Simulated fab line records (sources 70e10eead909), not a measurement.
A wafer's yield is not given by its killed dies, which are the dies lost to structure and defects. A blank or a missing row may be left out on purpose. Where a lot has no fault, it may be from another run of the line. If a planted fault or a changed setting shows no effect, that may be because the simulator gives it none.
Matching of chambers | flow nand harc | rie diel-03 running NHARC_A_M1_ETCH_15: 4 sister chambers
The step etches the open film in C4F8/Ar, target depth 182.5 nm, time 91.2 s. 14 wafers are shown with their chamber, then 7 later ones without.

WAFERS, EACH WITH ITS CHAMBER
wafer  | chamber | rf vpp V (V) | oes product au (a.u.) | chamber pressure mTorr (mTorr)
L498.1 | 2       | 445.0        | 0.945                 | 25.004
L498.2 | 1       | 442.6        | 0.968                 | 24.984
L498.3 | 3       | 443.1        | 0.946                 | 25.004
L499.2 | 0       | 438.9        | 0.990                 | 25.006
L499.3 | 3       | 443.3        | 0.962                 | 25.022
L499.4 | 1       | 443.7        | 0.966                 | 24.971
L497.1 | 1       | 443.3        | 0.982                 | 24.952
L497.3 | 0       | 438.7        | 0.974                 | 24.979
L497.5 | 1       | 442.7        | 0.984                 | 25.012
L500.1 | 3       | 443.5        | 0.975                 | 25.029
L500.5 | 2       | 444.2        | 0.961                 | 25.018
L500.6 | 1       | 441.4        | 0.955                 | 25.008
L516.1 | 2       | 444.4        | 0.958                 | 25.011
L516.2 | 1       | 442.6        | 0.966                 | 24.980

SIGNATURES (means of the wafers above)
reading                | chamber 0 | chamber 1 | chamber 2 | chamber 3 | scatter within a chamber
rf vpp V               | 438.800   | 442.717   | 444.533   | 443.300   | 0.593
oes product au         | 0.98200   | 0.97017   | 0.95467   | 0.96100   | 0.0114
chamber pressure mTorr | 24.99250  | 24.98450  | 25.01100  | 25.01833  | 0.0183
Rule: distance of a wafer from a chamber = root of the sum over the readings of ((wafer's reading minus chamber's mean) / reading's scatter) squared. If the next closest chamber is less than 2 further off than the closest, the wafer can't be placed; otherwise it belongs to the closest. The scatter is the square root of a quotient: the sum, over the shown wafers, of each reading's squared deviation from its chamber's mean, divided by wafers minus chambers.

WAFERS WHOSE CHAMBER IS MISSING
wafer  | rf vpp V (V) | oes product au (a.u.) | chamber pressure mTorr (mTorr)
L516.3 | 437.7        | 0.983                 | 24.972
L520.3 | 443.5        | 0.999                 | 25.011
L520.4 | 441.6        | 0.999                 | 24.989
L520.6 | 443.4        | 1.000                 | 25.014
L518.1 | 438.7        | 0.954                 | 25.011
L518.2 | 442.5        | 0.965                 | 25.006
L518.3 | 445.1        | 0.958                 | 25.004

WHICH CHAMBER EACH WENT THROUGH
wafer  | from the rows above          | in truth
L516.3 | 0                            | 0
L520.3 | can't be placed: 1 or 3 or 2 | 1
L520.4 | can't be placed: 1 or 3 or 0 | 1
L520.6 | can't be placed: 1 or 3 or 2 | 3
L518.1 | 0                            | 0
L518.2 | can't be placed: 1 or 3      | 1
L518.3 | 2                            | 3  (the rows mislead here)
Placed correctly: 2 of 7. Not placeable from these rows: 4 (in 4, the candidates include the true chamber). Number placed wrongly: 1.
